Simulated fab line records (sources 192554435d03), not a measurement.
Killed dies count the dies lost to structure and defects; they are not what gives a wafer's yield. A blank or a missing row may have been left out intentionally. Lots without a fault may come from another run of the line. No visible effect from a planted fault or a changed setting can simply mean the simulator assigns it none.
Problem report in the 8D (eight disciplines) form, filled by code | flow n5-finfet | the parts of the form that need people (team, actions taken, sign-off) are left out

1. WHAT WENT WRONG
At N5_BEOL_M3_ETCH_70, rf-fwd-power-W averages 634.7 W over 6 wafers from 2 lots, while fault-free wafers read 835.7 W, standard deviation 2.8. That is -72 standard deviations from the usual mean.
The step: etches SOC in N2/H2, target depth 80 nm, overetch 16 nm, time 120 s.
First seen on wafer L587.4, day 8 17:13, on rie-diel-02. At this step, 23 wafers from 8 lots have a number in the record. The rule behind "out" and "out of limits": a value lying over 4 standard deviations away from the usual mean. Any other wafer with a number is counted as sound.

2. WHAT IT IS, AND WHAT IT ISN'T
question                    | is                       | is not
which readings at this step | rf-fwd-power-W, rf-vpp-V | drypump-motor-current-A, oes-product-au, showerhead-plenum-p-Torr, throttle-valve-pct
which lots                  | L587, L592               | L586, L588, L597, L598, L603, L604
which wafers of those lots  | all that have a number   | -
read on which tools         | rie-diel-02              | rie-diel-06
when                        | from day 8 17:13         | up to then (5 sound wafers); but 12 sound wafers of L597, L598, L603, L604 came after

3. SUSPECTS, AND WHAT RULES EACH OUT
Counting: any tool at a process step up to the reading is kept as a suspect provided that every lot that is out went through it and no sound lot did after the first of them.
- rie-diel-06 at N5_BEOL_M3_ETCH_64 (etches SOC in N2/H2, target depth 75 nm, overetch 15 nm, time 112.5 s): ruled out as a lasting fault. Following L587 (day 8 08:17), the first lot on it that is out, the sound lots L598, L597, L603 were run on it.
- rie-diel-02 at N5_BEOL_M3_ETCH_70 (etches SOC in N2/H2, target depth 80 nm, overetch 16 nm, time 120 s): ruled out as a lasting fault. Following L587 (day 8 17:13), the first lot on it that is out, the sound lots L598, L597, L603, L604 were run on it.
Left after counting: nothing in the record.

4. THE CAUSE (what the simulator had put in)
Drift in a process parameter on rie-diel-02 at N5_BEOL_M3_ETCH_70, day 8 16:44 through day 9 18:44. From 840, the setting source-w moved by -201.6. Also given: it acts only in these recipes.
Counting ruled it out, wrongly.

5. THE CHAIN OF EFFECTS, in route order
One row per reading whose mean, taken over the struck wafers that have a number, lies over 3 standard deviations from the usual. Scope: only readings with a usual standard deviation given in the record; hours: median across lots of the time from each lot's start at the first step in this table that gives one to its start at this step; sigmas: change in usual standard deviations.
hours | step               | reading        | usual   | on struck wafers | change | sigmas
0     | N5_BEOL_M3_ETCH_70 | rf-fwd-power-W | 835.7 W | 634.7            | -201.0 | -72
0     | N5_BEOL_M3_ETCH_70 | rf-vpp-V       | 523 V   | 572              | +49    | +15
Process steps it contains:
- N5_BEOL_M3_ETCH_70: etches SOC in N2/H2, target depth 80 nm, overetch 16 nm, time 120 s.
At these later measuring or inspecting steps, every struck wafer for which the step has a row has a number for every such reading, and none has moved that far: N5_BEOL_M4_RC_MEAS_101.

6. WHAT WOULD HAVE CAUGHT IT SOONER
In this record the first reading out of limits was taken at day 8 17:13, 0 hours after the fault began at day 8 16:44.
